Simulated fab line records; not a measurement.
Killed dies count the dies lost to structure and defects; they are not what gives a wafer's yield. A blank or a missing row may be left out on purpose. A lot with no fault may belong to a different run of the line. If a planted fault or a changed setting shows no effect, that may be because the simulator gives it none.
fab line records | flow nand-harc
record: lots: 24 wafers: 72 last-day: 25
route steps=1159 shown P_M0@282 P_M1@300 P_BONDPAD@367 A_CHANNEL_HOLE_D1@467
lots with no fault: from the same line, run without faults
start-h: start of the lot's first displayed wafer, in hours after the record's first day | wait-h: hours from the lot's prior step to this one | " unchanged from the row above | L1.1+2: a row that stands for several wafers | - no value, or no start given | * or withheld: withheld | < > ~ a bound
route shown NAME@n: names a module that has steps shown in the file, with the first one's number in the route | usual: mean/standard deviation of fault-free wafers | same: alike in all rows | chamber/n: place in a boat | sites: the reading at each site | _std_site: the values' standard deviation | _edge_site: the outer-site mean with the inner-site mean subtracted | radius-mm: for every site, how far away it sits from the centre of the wafer | mask NAME#n: copy n | behind: the most recent tool/chamber to have shaped the wafer | hold: cause of the lot's hold/its duration in hours/its outcome | device: the n, p or np transistor that did not switch | end of line: tests of these same wafers at the route's end | step lacking rows: just its recipe | killed: at the first sort, the dies lost to defects and structure; wafer yield is something else | map: shows each die of a wafer: x if killed, . if not, _ if none is there
set.NAME: setting as actually run; set.NAME@STEP: the setting as run at that earlier step | model.NAME: the simulator's own value behind a step, which no gauge read
a sample of lots followed through the steps of the route, with each step as a table and each wafer as a row
services: the hour from which a tool's chamber was out of use, counted from the record's first day as start-h (under 0 if before that day), plus the number of hours and why
== steps ==
step: NHARC_P_M0_INSPECT_27
usual: raw-defect-count: 294/110
columns lot.wafer tool chamber start-h wait-h raw-defect-count
L074.3 defect-inspect-01 - 122.25 0.0 148
L074.4 " - " " 207
L074.5 " - " " 245
L075.1 defect-inspect-02 - 132.91 0.0 255
L075.4 " - " " 160
L075.5 " - " " 222
L076.2 defect-inspect-02 - 134.47 0.0 314
L076.4 " - " " 479
L076.6 " - " " 221
L077.1 defect-inspect-02 - 134.67 0.0 310
L077.2 " - " " 445
L077.6 " - " " 238
L079.1 defect-inspect-01 - 145.41 0.0 614
L079.2 " - " " 294
L079.5 " - " " 323
L078.3 defect-inspect-02 - 146.47 0.0 415
L078.4 " - " " 305
L078.6 " - " " 328
L080.3 defect-inspect-01 - 152.85 0.0 629
L080.4 " - " " 545
L080.5 " - " " 467
L081.4 defect-inspect-02 - 153.46 0.0 168
L081.5 " - " " 259
L081.6 " - " " 385
L082.1 defect-inspect-02 - 167.00 0.0 462
L082.2 " - " " 202
L082.4 " - " " 214
L083.2 defect-inspect-01 - 167.58 0.0 356
L083.3 " - " " 384
L083.5 " - " " 247
L084.1 defect-inspect-02 - 182.74 0.0 293
L084.4 " - " " 267
L084.5 " - " " 414
L085.1 defect-inspect-01 - 183.78 0.0 228
L085.2 " - " " 335
L085.4 " - " " 213
L086.1 defect-inspect-01 - 196.77 0.0 301
L086.2 " - " " 346
L086.4 " - " " 505
L087.2 defect-inspect-01 - 197.55 0.0 193
L087.4 " - " " 310
L087.5 " - " " 304
L088.2 defect-inspect-01 - 202.89 0.0 227
L088.4 " - " " 316
L088.5 " - " " 316
L089.1 defect-inspect-01 - 207.82 0.0 327
L089.3 " - " " 145
L089.4 " - " " 225
L090.1 defect-inspect-02 - 207.99 0.0 304
L090.3 " - " " 213
L090.6 " - " " 236
L091.2 defect-inspect-02 - 217.54 0.0 348
L091.3 " - " " 304
L091.4 " - " " 532
L092.3 defect-inspect-01 - 218.34 0.0 184
L092.4 " - " " 216
L092.6 " - " " 132
L093.1 defect-inspect-02 - 228.91 0.0 319
L093.3 " - " " 154
L093.6 " - " " 359
L094.2 defect-inspect-01 - 230.51 0.0 140
L094.3 " - " " 322
L094.4 " - " " 292
L095.1 defect-inspect-01 - 242.25 0.0 145
L095.2 " - " " 181
L095.4 " - " " 181
L097.1 defect-inspect-02 - 250.82 0.0 253
L097.4 " - " " 160
L097.6 " - " " 275
L096.1 defect-inspect-02 - 255.58 0.0 219
L096.3 " - " " 236
L096.5 " - " " 190
step: NHARC_P_M1_ETCH_15
recipe: target-depth-a: 1825 time-s: 91.2 c4f8-flow-sccm: withheld ar-flow-sccm: 400 rf-w: 600 bias-w: 300 chemistry: C4F8/Ar
usual: oes-product-au: 0.946/0.026 rf-vpp-V: 441.3/2.7
same: time-s: 91.2
columns lot.wafer tool chamber start-h wait-h oes-product-au rf-hours-counter-h rf-vpp-V
L074.4 rie-diel-11 3 - - 0.954 2 436.2
L074.3 " 0 " " 0.975 3 442.3
L074.5 " 0 " " 0.978 - 443.5
L075.4 rie-diel-08 2 - - 0.945 0 441.2
L075.1 " 3 " " 0.972 0 445.2
L075.5 " 3 " " 0.982 - 443.0
L076.2 rie-diel-11 1 - - 0.966 3 438.8
L076.4 " 0 " " 0.970 3 443.3
L076.6 " 2 " " 0.973 - 438.1
L077.2 rie-diel-11 2 - - 0.924 2 438.0
L077.1 " 1 " " 0.926 3 439.1
L077.6 " 2 " " 0.913 - 438.1
L079.2 rie-diel-03 1 - - 0.923 8 442.0
L079.1 " 2 " " 0.918 8 437.7
L079.5 " 1 " " 0.922 - 443.5
L078.4 rie-diel-11 3 - - 0.968 3 439.1
L078.3 " 1 " " 0.980 3 441.0
L078.6 " 2 " " 0.974 - 437.9
L080.4 rie-diel-08 1 - - 0.966 2 445.6
L080.3 " 2 " " 0.976 2 441.0
L080.5 " 1 " " 0.972 - 444.6
L081.4 rie-diel-08 3 - - 0.972 2 444.8
L081.6 " 1 " " 0.967 - 445.3
L081.5 " 2 " " 0.949 - 441.6
L082.1 rie-diel-03 3 - - 0.918 9 438.7
L082.4 " 0 " " 0.917 8 440.5
L082.2 " 2 " " 0.918 9 435.1
L083.2 rie-diel-03 2 - - 0.911 9 437.5
L083.3 " 3 " " 0.910 9 439.1
L083.5 " 0 " " 0.918 - 441.2
L084.4 rie-diel-03 2 - - 0.912 10 436.8
L084.1 " 3 " " 0.904 10 440.2
L084.5 " 1 " " 0.913 - 444.3
L085.1 rie-diel-03 3 - - 0.907 10 439.8
L085.4 " 0 " " 0.914 9 438.9
L085.2 " 1 " " 0.921 10 443.2
L086.1 rie-diel-03 1 - - 0.929 11 445.2
L086.4 " 2 " " 0.903 11 436.4
L086.2 " 0 " " 0.916 10 440.3
L087.4 rie-diel-11 3 - - 1.000 0 438.0
L087.2 " 0 " " 0.974 0 443.6
L087.5 " 2 " " 0.972 - 439.5
L088.4 rie-diel-08 0 - - 0.983 5 442.9
L088.2 " 1 " " 0.962 6 445.1
L088.5 " 3 " " 0.966 - 444.0
L089.3 rie-diel-03 0 - - 0.915 11 440.0
L089.1 " 2 " " 0.907 12 436.1
L089.4 " 3 " " 0.914 12 439.7
L090.3 rie-diel-08 0 - - 0.949 5 443.5
L090.1 " 1 " " 0.949 7 444.8
L090.6 " 3 " " 0.959 - 444.4
L091.4 rie-diel-08 3 - - 0.971 6 444.1
L091.2 " 0 " " 0.982 6 444.7
L091.3 " 1 " " 0.971 7 443.3
L092.4 rie-diel-08 3 - - 0.925 7 444.3
L092.3 " 0 " " 0.918 6 443.5
L092.6 " 1 " " 0.913 - 445.5
L093.3 rie-diel-08 3 - - 0.974 7 443.7
L093.1 " 1 " " 0.969 8 444.4
L093.6 " 3 " " 0.973 - 444.6
L094.3 rie-diel-08 2 - - 0.920 8 441.5
L094.4 " 3 " " 0.941 8 445.0
L094.2 " 1 " " 0.920 8 445.7
L095.1 rie-diel-11 3 - - 0.965 1 438.2
L095.2 " 1 " " 0.971 1 439.7
L095.4 " 1 " " 0.968 - 438.5
L097.4 rie-diel-11 3 - - 0.970 1 438.1
L097.1 " 1 " " 0.949 2 440.7
L097.6 " 3 " " 0.973 - 438.7
L096.3 rie-diel-03 0 - - 0.978 3 441.1
L096.1 " 1 " " 0.952 3 442.0
L096.5 " 3 " " 0.967 - 438.7
step: NHARC_P_M1_PVD_21
recipe: target-thk-a: 300 chamber-pressure-pa: 5 power-w: 5000 substrate-temp-c: 30 time-s: 20.49 material: Cu
usual: chamber-pressure-pa: 4.999/0.01 throttle-valve-pct: 30.1/0.99
same: time-s: 20.49
columns lot.wafer tool chamber start-h wait-h chamber-pressure-pa throttle-valve-pct
L074.4 pvd-sputter-01 - - - 5.013 30.6
L074.3 " - " " 5.006 31.3
L074.5 " - " " 4.999 31.6
L075.4 pvd-sputter-02 - - - 4.994 28.5
L075.1 " - " " 4.990 29.2
L075.5 " - " " 4.993 28.7
L076.2 pvd-sputter-02 - - - 5.022 29.5
L076.4 " - " " 5.004 29.7
L076.6 " - " " 4.997 29.5
L077.2 pvd-sputter-01 - - - 4.996 29.8
L077.1 " - " " 5.017 31.7
L077.6 " - " " 5.002 29.9
L079.2 pvd-sputter-01 - - - 4.999 30.5
L079.1 " - " " 5.000 31.2
L079.5 " - " " 4.996 30.5
L078.4 pvd-sputter-01 - - - 4.986 31.3
L078.3 " - " " 4.983 29.6
L078.6 " - " " 4.990 29.6
L080.4 pvd-sputter-01 - - - 4.989 31.6
L080.3 " - " " 4.996 30.4
L080.5 " - " " 5.007 30.1
L081.4 pvd-sputter-01 - - - 5.006 30.0
L081.5 " - " " 4.990 30.4
L081.6 " - " " 5.017 30.7
L082.2 pvd-sputter-01 - - - 4.994 30.5
L082.4 " - " " 4.995 31.1
L082.1 " - " " 5.012 30.0
L083.2 pvd-sputter-01 - - - 5.015 30.7
L083.3 " - " " 5.012 30.2
L083.5 " - " " 5.018 30.5
L084.4 pvd-sputter-03 - - - 4.988 29.8
L084.1 " - " " 5.014 29.6
L084.5 " - " " 5.003 27.3
L085.1 pvd-sputter-02 - - - 4.972 30.7
L085.4 " - " " 4.994 29.4
L085.2 " - " " 5.007 29.7
L086.1 pvd-sputter-03 - - - 4.980 29.9
L086.2 " - " " 4.997 27.2
L086.4 " - " " 4.996 29.7
L087.4 pvd-sputter-01 - - - 5.011 30.7
L087.2 " - " " 5.015 31.2
L087.5 " - " " 5.022 31.1
L088.2 pvd-sputter-01 - - - 4.999 29.9
L088.4 " - " " 5.003 30.4
L088.5 " - " " 4.979 29.9
L089.4 pvd-sputter-03 - - - 4.986 30.6
L089.1 " - " " 5.004 29.8
L089.3 " - " " 4.998 27.2
L090.3 pvd-sputter-01 - - - 5.002 31.3
L090.1 " - " " 4.988 30.2
L090.6 " - " " 5.000 30.6
L091.4 pvd-sputter-03 - - - 5.000 29.8
L091.3 " - " " 4.992 29.9
L091.2 " - " " 5.011 26.9
L092.3 pvd-sputter-01 - - - 4.984 31.2
L092.4 " - " " 5.018 30.1
L092.6 " - " " 4.994 31.0
L093.3 pvd-sputter-03 - - - 5.002 29.7
L093.1 " - " " 4.991 30.2
L093.6 " - " " 4.999 30.5
L094.3 pvd-sputter-03 - - - 5.005 30.1
L094.4 " - " " 4.994 27.3
L094.2 " - " " 4.993 29.9
L095.4 pvd-sputter-01 - - - 4.996 29.8
L095.1 " - " " 4.994 30.5
L095.2 " - " " 5.015 31.1
L097.1 pvd-sputter-03 - - - 4.994 30.5
L097.4 " - " " 4.999 30.1
L097.6 " - " " 4.983 30.6
L096.3 pvd-sputter-01 - - - 5.004 29.8
L096.1 " - " " 5.001 31.4
L096.5 " - " " 5.005 30.6
step: NHARC_P_BONDPAD_DESCUM_11
recipe: time-s: 3 o2-flow-sccm: 200 ar-flow-sccm: 0 bias-power-w: 0 chemistry: O2
usual: drypump-motor-current-A: 5.72/0.25 oes-product-au: 0.999/0.01 rf-vpp-V: 57.7/0.93 showerhead-plenum-p-Torr: 1.87/0.082 throttle-valve-pct: 11.311/0.0088
same: time-s: 3
columns lot.wafer tool chamber start-h wait-h drypump-motor-current-A oes-product-au rf-hours-counter-h rf-vpp-V showerhead-plenum-p-Torr throttle-valve-pct
L074.4 rie-diel-01 0 132.47 - 5.89 0.999 61 58.0 1.80 11.312
L074.3 " 3 " " 5.34 0.991 63 58.4 1.95 11.303
L074.5 " 0 " " 5.89 1.001 - 57.7 1.80 11.302
L075.4 rie-diel-07 2 143.68 - 5.79 1.009 8 58.4 1.79 11.331
L075.1 " 3 " " 5.55 0.995 8 58.5 2.03 11.303
L075.5 " 0 " " 5.98 0.998 - 59.3 1.83 11.292
L076.4 rie-diel-07 0 144.89 - 5.96 1.006 9 56.6 1.83 11.316
L076.2 " 3 " " 5.62 0.999 8 57.9 2.03 11.307
L076.6 " 1 " " 5.75 0.986 - 56.0 1.85 11.310
L077.2 rie-diel-07 3 145.16 - 5.61 0.988 8 58.0 2.03 11.293
L077.1 " 1 " " 5.72 0.989 6 59.0 1.85 11.300
L077.6 " 0 " " 5.93 0.999 - 56.3 1.83 11.300
L079.2 rie-diel-07 0 155.78 - 5.95 1.005 11 57.6 1.83 11.325
L079.1 " 1 " " 5.72 0.987 7 57.8 1.85 11.311
L079.5 " 0 " " 5.94 1.007 - 57.4 1.83 11.303
L078.4 rie-diel-07 3 156.93 - 5.58 0.997 10 57.4 2.03 11.318
L078.3 " 0 " " 5.94 1.006 11 58.4 1.83 11.307
L078.6 " 1 " " 5.74 0.988 - 57.9 1.85 11.309
L080.4 rie-diel-07 1 163.61 - 5.76 0.975 8 56.4 1.85 11.315
L080.3 " 2 " " 5.79 1.001 11 56.9 1.79 11.320
L080.5 " 2 " " 5.80 1.010 - 57.6 1.79 11.302
L081.4 rie-diel-07 3 164.32 - 5.57 0.990 11 59.3 2.03 11.303
L081.6 " 1 " " 5.76 0.994 - 58.0 1.85 11.308
L081.5 " 2 " " 5.82 1.009 - 57.8 1.79 11.313
L082.2 rie-diel-07 1 177.34 - 5.73 0.983 9 58.7 1.85 11.313
L082.1 " 2 " " 5.79 1.003 12 57.2 1.79 11.315
L082.4 " 3 " " 5.61 0.994 12 58.3 2.03 11.311
L083.3 rie-diel-07 1 178.36 - 5.75 0.983 9 59.0 1.85 11.298
L083.2 " 2 " " 5.79 1.003 12 56.3 1.79 11.310
L083.5 " 1 " " 5.73 0.980 - 57.0 1.85 11.325
L084.4 rie-diel-07 3 193.01 - 5.66 0.993 14 59.2 2.03 11.310
L084.1 " 0 " " 5.94 0.997 14 57.6 1.83 11.308
L084.5 " 0 " " 5.96 1.005 - 57.7 1.83 11.312
L085.2 rie-diel-07 2 194.20 - 5.82 1.004 14 57.1 1.79 11.313
L085.4 " 0 " " 5.96 0.994 14 56.6 1.83 11.312
L085.1 " 1 " " 5.74 0.971 11 56.2 1.85 11.306
L086.4 rie-diel-04 2 207.20 - 5.86 1.017 33 56.7 1.90 11.315
L086.1 " 0 " " 5.60 0.990 31 58.9 1.92 11.312
L086.2 " 1 " " 4.92 1.013 34 58.4 1.92 11.308
L087.2 rie-diel-01 3 207.99 - 5.36 1.007 25 58.1 1.95 11.326
L087.4 " 1 " " 4.77 1.010 18 56.1 1.78 11.321
L087.5 " 0 " " 5.87 1.016 - 57.3 1.79 11.310
L088.4 rie-diel-07 0 213.91 - 5.95 1.009 16 58.4 1.83 11.324
L088.2 " 2 " " 5.81 1.010 16 57.5 1.79 11.307
L088.5 " 0 " " 5.94 1.000 - 57.9 1.83 11.298
L089.4 rie-diel-04 3 218.26 - 5.25 1.009 31 57.5 1.83 11.307
L089.1 " 1 " " 4.94 1.006 38 58.4 1.92 11.307
L089.3 " 2 " " 5.86 1.022 37 56.4 1.90 11.324
L090.1 rie-diel-07 3 219.01 - 5.58 0.980 17 57.3 2.03 11.312
L090.3 " 2 " " 5.82 1.006 16 57.8 1.79 11.305
L090.6 " 0 " " 5.97 0.999 - 58.7 1.83 11.281
L091.3 rie-diel-07 2 227.87 - 5.80 0.998 17 56.7 1.79 11.318
L091.4 " 3 " " 5.61 1.005 18 57.3 2.03 11.305
L091.2 " 0 " " 5.95 1.001 18 57.2 1.83 11.310
L092.4 rie-diel-04 3 228.69 - 5.24 1.009 34 57.7 1.83 11.306
L092.3 " 2 " " 5.85 1.019 40 58.3 1.90 11.309
L092.6 " 0 " " 5.63 0.990 - 59.9 1.92 11.306
L093.1 rie-diel-07 1 239.31 - 5.74 0.992 0 56.5 1.85 11.314
L093.3 " 2 " " 5.82 0.994 0 56.1 1.79 11.318
L093.6 " 0 " " 5.95 1.005 - 57.0 1.83 11.324
L094.2 rie-diel-07 0 241.17 - 5.94 0.989 0 58.4 1.83 11.309
L094.3 " 2 " " 5.80 0.993 0 56.8 1.79 11.332
L094.4 " 3 " " 5.61 1.005 0 58.7 2.03 11.323
L095.2 rie-diel-07 3 252.49 - 5.66 1.002 2 58.5 2.03 11.319
L095.4 " 0 " " 5.94 1.006 1 57.2 1.83 11.316
L095.1 " 2 " " 5.81 0.998 2 57.0 1.79 11.325
L097.1 rie-diel-07 0 261.92 - 5.94 0.994 3 56.2 1.83 11.322
L097.4 " 1 " " 5.75 0.996 3 57.9 1.85 11.305
L097.6 " 0 " " 5.94 1.002 - 56.6 1.83 11.308
L096.3 rie-diel-07 0 266.80 - 5.97 1.002 3 57.6 1.83 11.322
L096.1 " 3 " " 5.64 0.996 3 58.7 2.03 11.306
L096.5 " 1 " " 5.76 0.996 - 56.3 1.85 11.323
step: NHARC_A_CHANNEL_HOLE_D1_ETCH_39
recipe: target-depth-a: 2600 over-etch-frac: 0.3 time-s: 325 ion-energy-ev: 200 n2-flow-sccm: 150 h2-flow-sccm: 150 ar-flow-sccm: 0 rf-w: 400 bias-w: 150 chemistry: N2/H2
usual: drypump-motor-current-A: 5.8/0.48 oes-product-au: 0.999/0.013 rf-vpp-V: 431.7/2.1 showerhead-plenum-p-Torr: 2.08/0.072 throttle-valve-pct: 14.171/0.0099
same: time-s: 325
columns lot.wafer tool chamber start-h wait-h drypump-motor-current-A oes-product-au rf-hours-counter-h rf-vpp-V showerhead-plenum-p-Torr throttle-valve-pct
L074.3 rie-diel-08 3 - - 6.3 1.015 3 434.5 2.17 14.189
L074.4 " 0 " " 6.1 1.000 3 430.7 2.11 14.178
L074.5 " 3 " " 6.3 1.022 - 433.9 2.17 14.166
L077.1 rie-diel-05 3 - - 5.8 1.013 1 430.2 2.04 14.169
L077.2 " 1 " " 5.1 1.001 0 431.1 2.10 14.189
L077.6 " 3 " " 5.8 1.021 - 430.4 2.05 14.167
L075.4 rie-diel-03 2 - - 5.4 0.977 10 426.5 1.89 14.169
L075.1 " 3 " " 4.8 0.983 10 428.6 1.98 14.179
L075.5 " 3 " " 4.8 0.979 - 429.0 1.97 14.174
L076.4 rie-diel-08 1 - - 6.3 0.988 4 433.6 2.18 14.164
L076.2 " 3 " " 6.3 1.017 4 434.5 2.17 14.170
L076.6 " 1 " " 6.3 1.001 - 433.9 2.18 14.183
L079.1 rie-diel-08 3 - - 6.3 1.017 5 433.4 2.17 14.152
L079.2 " 0 " " 6.1 0.993 4 432.1 2.11 14.168
L079.5 " 2 " " 6.3 0.987 - 430.9 2.06 14.163
L078.4 rie-diel-05 3 - - 5.8 1.022 1 429.4 2.04 14.188
L078.3 " 1 " " 5.1 0.995 1 432.1 2.10 14.181
L078.6 " 3 " " 5.8 1.022 - 431.4 2.04 14.147
L081.4 rie-diel-05 1 - - 5.1 1.020 2 432.5 2.10 14.173
L081.6 " 1 " " 5.1 1.002 - 431.6 2.10 14.163
L081.5 " 2 " " 5.4 1.004 - 430.1 2.07 14.175
L080.3 rie-diel-08 3 - - 6.3 1.006 6 434.4 2.17 14.183
L080.4 " 1 " " 6.3 0.977 6 434.7 2.18 14.157
L080.5 " 2 " " 6.3 0.984 - 429.9 2.06 14.167
L082.2 rie-diel-05 1 - - 5.1 1.014 3 431.3 2.09 14.186
L082.4 " 3 " " 5.8 1.022 4 430.9 2.04 14.172
L082.1 " 0 " " 5.8 0.998 4 431.8 2.05 14.165
L083.3 rie-diel-08 3 - - 6.3 1.015 7 431.6 2.17 14.176
L083.2 " 0 " " 6.1 0.999 6 431.8 2.11 14.153
L083.5 " 1 " " 6.3 0.996 - 434.3 2.18 14.145
L084.1 rie-diel-08 0 - - 6.1 0.995 7 433.2 2.11 14.162
L084.4 " 2 " " 6.3 0.982 9 431.1 2.06 14.173
L084.5 " 3 " " 6.3 1.018 - 434.2 2.17 14.182
L085.4 rie-diel-03 2 - - 5.4 1.000 1 425.5 1.89 14.182
L085.2 " 3 " " 4.8 0.990 1 429.6 1.97 14.177
L085.1 " 0 " " 5.2 1.008 1 431.0 2.04 14.158
L087.2 rie-diel-08 0 - - 6.1 1.002 8 433.3 2.11 14.167
L087.4 " 2 " " 6.3 0.982 10 431.1 2.06 14.154
L087.5 " 0 " " 6.1 1.001 - 431.9 2.11 14.180
L088.4 rie-diel-05 1 - - 5.1 1.008 5 433.6 2.09 14.186
L088.2 " 2 " " 5.5 1.000 5 431.1 2.07 14.173
L088.5 " 0 " " 5.8 1.009 - 431.2 2.05 14.182
L086.2 rie-diel-03 3 - - 4.8 0.991 3 429.3 1.97 14.187
L086.1 " 1 " " 5.8 0.993 2 435.0 2.15 14.156
L086.4 " 2 " " 5.4 1.008 2 425.9 1.89 14.172
L089.4 rie-diel-03 1 - - 5.9 0.999 3 433.9 2.15 14.186
L089.1 " 2 " " 5.4 1.010 3 426.7 1.89 14.160
L089.3 " 3 " " 4.8 0.984 4 429.2 1.97 14.171
L090.1 rie-diel-05 0 - - 5.8 0.999 6 430.0 2.05 14.170
L090.3 " 1 " " 5.1 0.995 6 433.3 2.09 14.166
L090.6 " 0 " " 5.8 0.985 - 430.5 2.05 14.179
L092.4 rie-diel-08 1 - - 6.3 0.977 10 434.3 2.18 14.192
L092.3 " 0 " " 6.1 1.001 9 434.6 2.11 14.176
L092.6 " 1 " " 6.3 0.985 - 434.2 2.18 14.157
L091.4 rie-diel-08 2 - - 6.3 0.982 11 431.4 2.06 14.182
L091.2 " 3 " " 6.3 1.013 10 434.4 2.17 14.175
L091.3 " 0 " " 6.1 0.997 9 432.3 2.11 14.160
L094.2 rie-diel-03 0 - - 5.2 0.998 5 430.9 2.04 14.194
L094.3 " 2 " " 5.4 1.002 5 425.2 1.89 14.169
L094.4 " 3 " " 4.8 0.983 - 429.1 1.97 14.166
L093.3 rie-diel-08 1 - - 6.3 0.981 11 433.6 2.18 14.171
L093.1 " 0 " " 6.1 1.000 10 429.8 2.11 14.183
L093.6 " 1 " " 6.3 0.984 - 433.3 2.18 14.166
L095.1 rie-diel-05 1 - - 5.1 0.997 8 433.1 2.09 14.171
L095.4 " 2 " " 5.5 0.991 8 432.2 2.07 14.169
L095.2 " 3 " " 5.8 1.029 7 431.4 2.04 14.171
L097.4 rie-diel-05 0 - - 5.8 1.006 9 429.0 2.05 14.180
L097.1 " 3 " " 5.8 1.018 8 431.9 2.04 14.167
L097.6 " 0 " " 5.8 1.000 - 431.3 2.05 14.177
L096.3 rie-diel-08 0 - - 6.1 0.996 0 431.8 2.11 14.165
L096.1 " 2 " " 6.3 0.981 0 431.1 2.06 14.171
L096.5 " 3 " " 6.3 1.004 - 433.3 2.17 14.161
step: NHARC_A_CHANNEL_HOLE_D1_ETCH_21
recipe: bias-v: 3000 source-w: withheld pressure-mtorr: 20 time-s: 514.3 ar-flow-sccm: 375 c4f8-flow-sccm: 89.3 o2-flow-sccm: 35.7 temp-c: -20 target-depth-a: 16000 chemistry: C4F8/O2/Ar
usual: drypump-motor-current-A: 5.7/0.35 showerhead-plenum-p-Torr: 3.67/0.11 throttle-valve-pct: 32.155/0.0097
same: time-s: 514.3
columns lot.wafer tool chamber start-h wait-h drypump-motor-current-A rf-hours-counter-h showerhead-plenum-p-Torr throttle-valve-pct
L074.4 har-etch-02 0 178.54 0.3 5.5 - 3.59 32.159
L074.3 " 1 " " 5.8 - 3.78 32.146
L074.5 " 0 " " 5.5 - 3.59 32.150
L077.2 har-etch-02 1 188.47 0.3 5.8 97 3.78 32.162
L077.1 " 0 " " 5.4 97 3.59 32.162
L077.6 " 0 " " 5.5 - 3.59 32.148
L075.1 har-etch-01 0 189.10 0.3 5.3 209 3.81 32.160
L075.4 " 0 " " 5.3 - 3.81 32.154
L075.5 " 1 " " 6.2 - 3.55 32.156
L076.2 har-etch-02 1 192.74 0.3 5.8 101 3.77 32.155
L076.4 " 1 " " 5.8 - 3.77 32.138
L076.6 " 1 " " 5.8 - 3.77 32.175
L079.2 har-etch-01 0 200.18 0.3 5.3 214 3.81 32.159
L079.1 " 1 " " 6.3 214 3.55 32.160
L079.5 " 1 " " 6.2 - 3.55 32.174
L078.4 har-etch-02 1 200.94 0.3 5.8 - 3.77 32.132
L078.3 " 0 " " 5.5 - 3.59 32.160
L078.6 " 0 " " 5.4 - 3.59 32.156
L081.4 har-etch-02 1 208.81 0.3 5.8 - 3.77 32.152
L081.5 " 0 " " 5.5 - 3.59 32.142
L081.6 " 1 " " 5.8 - 3.77 32.164
L080.4 har-etch-01 0 208.92 0.3 5.3 - 3.81 32.170
L080.3 " 1 " " 6.2 - 3.55 32.148
L080.5 " 1 " " 6.2 - 3.55 32.148
L082.1 har-etch-02 0 222.83 0.3 5.4 116 3.58 32.158
L082.2 " 1 " " 5.8 116 3.77 32.168
L082.4 " 0 " " 5.4 - 3.58 32.156
L083.2 har-etch-01 1 223.78 0.3 6.3 227 3.54 32.160
L083.3 " 0 " " 5.3 - 3.80 32.160
L083.5 " 1 " " 6.2 - 3.55 32.161
L084.1 har-etch-02 1 244.43 0.3 5.7 121 3.76 32.164
L084.4 " 1 " " 5.8 - 3.76 32.152
L084.5 " 0 " " 5.5 - 3.58 32.149
L085.2 har-etch-01 1 244.52 0.3 6.2 232 3.54 32.145
L085.1 " 0 " " 5.3 232 3.80 32.155
L085.4 " 0 " " 5.3 - 3.80 32.164
L087.2 har-etch-01 0 256.28 0.3 5.3 238 3.80 32.149
L087.4 " 1 " " 6.2 - 3.54 32.150
L087.5 " 0 " " 5.3 - 3.80 32.167
L088.2 har-etch-02 0 256.48 0.3 5.5 128 3.58 32.155
L088.4 " 0 " " 5.5 - 3.58 32.159
L088.5 " 1 " " 5.8 - 3.76 32.171
L086.2 har-etch-01 0 260.46 0.3 5.3 241 3.80 32.162
L086.1 " 1 " " 6.2 241 3.54 32.141
L086.4 " 1 " " 6.2 - 3.54 32.159
L089.1 har-etch-02 0 266.31 0.3 5.4 133 3.57 32.162
L089.4 " 0 " " 5.5 - 3.57 32.152
L089.3 " 1 " " 5.8 - 3.76 32.135
L090.1 har-etch-01 1 268.22 0.3 6.3 247 3.53 32.151
L090.3 " 1 " " 6.3 - 3.53 32.157
L090.6 " 1 " " 6.2 - 3.53 32.153
L092.3 har-etch-02 0 272.54 0.3 5.5 - 3.57 32.146
L092.4 " 1 " " 5.8 - 3.75 32.153
L092.6 " 1 " " 5.8 - 3.75 32.173
L091.2 har-etch-01 1 272.92 0.3 6.3 251 3.53 32.166
L091.3 " 0 " " 5.3 - 3.79 32.154
L091.4 " 1 " " 6.2 - 3.53 32.149
L094.2 har-etch-02 1 282.73 0.3 5.8 143 3.75 32.160
L094.3 " 0 " " 5.4 - 3.57 32.163
L094.4 " 1 " " 5.8 - 3.75 32.161
L093.1 har-etch-01 0 283.56 0.3 5.3 256 3.79 32.153
L093.3 " 1 " " 6.2 - 3.53 32.151
L093.6 " 1 " " 6.2 - 3.53 32.163
L095.1 har-etch-01 1 298.71 0.3 6.3 262 3.53 32.151
L095.2 " 0 " " 5.3 262 3.78 32.162
L095.4 " 1 " " 6.2 - 3.53 32.156
L097.1 har-etch-02 0 305.74 0.3 5.5 151 3.56 32.148
L097.4 " 1 " " 5.8 - 3.75 32.163
L097.6 " 0 " " 5.5 - 3.56 32.158
L096.1 har-etch-02 0 313.00 0.3 5.4 155 3.56 32.157
L096.3 " 0 " " 5.4 - 3.56 32.182
L096.5 " 0 " " 5.4 - 3.56 32.160
== services ==
columns tool chamber start-h hours kind
rie-diel-08 0 103.97 10.8 repair
rie-diel-03 0 106.68 6.1 repair
rie-diel-08 1 114.59 3.7 repair
rie-diel-03 0 122.87 18.3 repair
rie-diel-08 - 124.80 9.0 pm
rie-diel-07 2 131.40 2.6 repair
rie-diel-08 0 144.74 4.9 repair
rie-diel-03 1 150.07 4.3 repair
pvd-sputter-01 - 158.00 10.0 pm
rie-diel-05 - 163.60 9.0 pm
rie-diel-05 1 180.34 6.3 repair
rie-diel-07 2 203.94 2.2 repair
rie-diel-03 - 215.62 9.0 pm
rie-diel-07 - 228.23 9.0 pm
rie-diel-08 2 267.81 1.6 repair
rie-diel-05 - 270.91 0.4 repair
rie-diel-03 3 273.22 7.1 repair
rie-diel-03 1 281.00 6.0 repair
rie-diel-08 - 288.33 0.1 repair
rie-diel-07 3 289.43 8.7 repair
rie-diel-03 3 297.26 2.5 repair
rie-diel-08 - 299.84 0.4 repair
rie-diel-08 - 301.80 9.0 pm
har-etch-01 - 305.00 17.0 pm
== key ==
fault none
